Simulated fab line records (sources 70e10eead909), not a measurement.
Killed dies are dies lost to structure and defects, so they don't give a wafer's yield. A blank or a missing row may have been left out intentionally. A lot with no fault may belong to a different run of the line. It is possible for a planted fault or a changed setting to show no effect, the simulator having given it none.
Which tool was responsible? -- flow nand-harc -- Sampling: 12 lots, 36 wafers, 3 of 1302 route steps

== WHAT THE GAUGES READ, wafer by wafer ==
NHARC_A_CHANNEL_FILL_D2_INSPECT_13.
lot,measured,on,raw-defect-count
L075,day 15 14:32,defect-inspect-01,265 315 372
L077,day 16 18:13,defect-inspect-02,309 307 534
L079,day 17 07:46,defect-inspect-02,396 307 377
L081,day 17 19:21,defect-inspect-01,366 490 470
L083,day 18 17:02,defect-inspect-02,551 479 390
L085,day 19 19:54,defect-inspect-01,337 268 272
L087,day 21 05:20,defect-inspect-02,268 348 343
L089,day 21 15:54,defect-inspect-02,393 413 304
L091,day 22 12:32,defect-inspect-02,275 267 332
L093,day 23 10:23,defect-inspect-01,435 372 392
L095,day 24 08:48,defect-inspect-01,265 248 267
L097,day 25 07:41,defect-inspect-01,422 248 301

== WHICH TOOL RAN EACH LOT (tool, then ch and the chambers of the sampled wafers, then the start) ==
lot,NHARC_A_CHANNEL_FILL_D2_ALD_03,NHARC_A_CHANNEL_FILL_D2_RTA_24
L075,"ald-sin-batch-01 ch 0, day 15 14:22 or earlier","rtp-anneal-02 ch 0, day 15 14:22"
L077,"ald-sin-batch-01 ch 0, day 16 18:03 or earlier","rtp-anneal-02 ch 0, day 16 18:03"
L079,"ald-sin-batch-03 ch 0, day 17 07:34 or earlier","rtp-anneal-02 ch 0, day 17 07:34"
L081,"ald-sin-batch-01 ch 0, day 17 19:09 or earlier","rtp-anneal-02 ch 0, day 17 19:09"
L083,"ald-sin-batch-03 ch 0, day 18 16:52 or earlier","rtp-anneal-02 ch 0, day 18 16:52"
L085,"ald-sin-batch-01 ch 0, day 19 19:47 or earlier","rtp-anneal-02 ch 0, day 19 19:47"
L087,"ald-sin-batch-03 ch 0, day 21 05:10 or earlier","rtp-anneal-02 ch 0, day 21 05:10"
L089,"ald-sin-batch-02 ch 0, day 21 15:42 or earlier","rtp-anneal-02 ch 0, day 21 15:42"
L091,"ald-sin-batch-01 ch 0, day 22 12:22 or earlier","rtp-anneal-01 ch 0, day 22 12:22"
L093,"ald-sin-batch-03 ch 0, day 23 10:14 or earlier","rtp-anneal-02 ch 0, day 23 10:14"
L095,"ald-sin-batch-02 ch 0, day 24 08:38 or earlier","rtp-anneal-01 ch 0, day 24 08:38"
L097,"ald-sin-batch-03 ch 0, day 25 07:33 or earlier","rtp-anneal-01 ch 0, day 25 07:33"
- NHARC_A_CHANNEL_FILL_D2_ALD_03: deposits SiNx, target thk 6 nm, pulse time 60 s, ald cycles 58.
- NHARC_A_CHANNEL_FILL_D2_RTA_24: time 5 s.

== THE ANSWER, worked out from the rows above alone ==
Rule: the usual values come from the lots themselves. The widest of any qualifying gaps counts: lots, ordered by their means at a reading, are off when they make up no more than a third of the lots, leave a main group of 4 or more, and stand apart from it by 3 or more times the standard deviation of that group's means. A main group whose means are all the same, to the digits that the tables above print for the reading, isn't used. Also off: a lot with no number at a reading for which 4 or more lots have one. All remaining lots with rows at the step are treated as sound.
Across all readings shown, no lot is off: no conclusion can be drawn from this.

== WHAT THE SIMULATOR PUT IN ==
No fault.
